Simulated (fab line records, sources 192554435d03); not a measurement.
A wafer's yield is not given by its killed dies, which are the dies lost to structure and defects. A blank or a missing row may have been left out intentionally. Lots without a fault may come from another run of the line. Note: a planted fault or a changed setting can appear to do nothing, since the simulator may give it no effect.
Lot-split experiment    flow n5-finfet    21 wafers read from 7 lots, route of 1938 steps

## ABOUT THE SPLIT
At N5_SD_EPI_N_ETCH_45 (etches SiOCN in CH3F/O2, target depth 6 nm), the setting target-depth-a was moved away from the recipe's 60 angstrom on 5 of the 21 wafers read, by -9.1% to -5.5%. For the rest of the wafers, this setting stayed at what the recipe calls for.

The reading is taken at the split's own step.

## THE READING
etch.depth-nm (the simulator's own value, which no gauge read), in nm, at N5_SD_EPI_N_ETCH_45 (etches SiOCN in CH3F/O2, target depth 6 nm). No usual value for it is given in the file. The 16 wafers here that ran the recipe average 6.040 nm, standard deviation 0.081 nm.

wafer   tool, chamber at the split  target-depth-a as run, angstrom  against the recipe  etch.depth-nm, nm  against lot-mates on the recipe
L074.2  rie-diel-02, 0              56.67                            -5.5%               5.545              -0.461
L074.4  rie-diel-02, 2              60                               recipe              6.166              -
L074.6  rie-diel-02, 0              60                               recipe              5.846              -
L077.1  rie-diel-06, 0              60                               recipe              5.969              -
L077.4  rie-diel-06, 1              60                               recipe              6.034              -
L077.6  rie-diel-06, 3              60                               recipe              6.147              -
L078.1  rie-diel-02, 1              54.53                            -9.1%               5.48               -0.663
L078.2  rie-diel-02, 0              54.53                            -9.1%               5.31               -0.833
L078.4  rie-diel-02, 2              60                               recipe              6.143              -
L082.1  rie-diel-06, 0              54.92                            -8.5%               5.522              -0.541
L082.2  rie-diel-06, 2              54.92                            -8.5%               5.513              -0.550
L082.3  rie-diel-06, 1              60                               recipe              6.063              -
L083.2  rie-diel-06, 1              60                               recipe              6.011              -
L083.5  rie-diel-06, 1              60                               recipe              6.015              -
L083.6  rie-diel-06, 0              60                               recipe              6.012              -
L087.1  rie-diel-06, 2              60                               recipe              5.987              -
L087.2  rie-diel-06, 1              60                               recipe              6.05               -
L087.4  rie-diel-06, 3              60                               recipe              6.156              -
L093.1  rie-diel-02, 2              60                               recipe              6.022              -
L093.3  rie-diel-02, 1              60                               recipe              5.967              -
L093.5  rie-diel-02, 2              60                               recipe              6.053              -

FIT RESULTS
A straight line over all 21 wafers: etch.depth-nm changes by +0.0683 nm for each +1% of target-depth-a; r = +0.95; the points scatter about the line by 0.086 nm.
The same after taking each lot's own level away (the mean of its wafers on the recipe; 21 wafers): +0.0747 nm for each +1%; r = +0.96; scatter 0.082 nm.
Per that fit: largest target-depth-a move, reading shift of 0.68 nm.
Measured against the standard deviation above, the lots' own levels, which go from 6.0060 to 6.1430 nm, span 1.7 times it.
So the lot-to-lot level changes the slope little: the two slopes agree.
Check: -0.687 nm against its lot-mates is what the line predicts for one of the wafers moved furthest among these (-9.1%) when that wafer is left out of the fit. It came out at -0.663 nm against them.

## THESE WAFERS: OTHER SPLITS
Note: prior to the reading, these wafers also went through further splits. Each is held against what the fit with the lots' levels taken away leaves over:
other split on the same wafers         wafers away from the commonest value  r with etch.depth-nm (lot level and that fit taken away)
N5_ZERO_LAYER_PECVD_02 time-s          7                                     +0.27
N5_WELL_APT_PEB_06 peb-time-s          7                                     -0.34
N5_WELL_APT_DEVELOP_07 develop-time-s  3                                     -0.22
N5_FIN_SAQP_PEB_14 peb-time-s          7                                     +0.33
N5_SD_EPI_N_PEB_07 peb-time-s          6                                     +0.17

## THE FILE'S OWN FIT
etch.depth-nm changes by +0.0754 nm for each +1% of target-depth-a, r = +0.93.
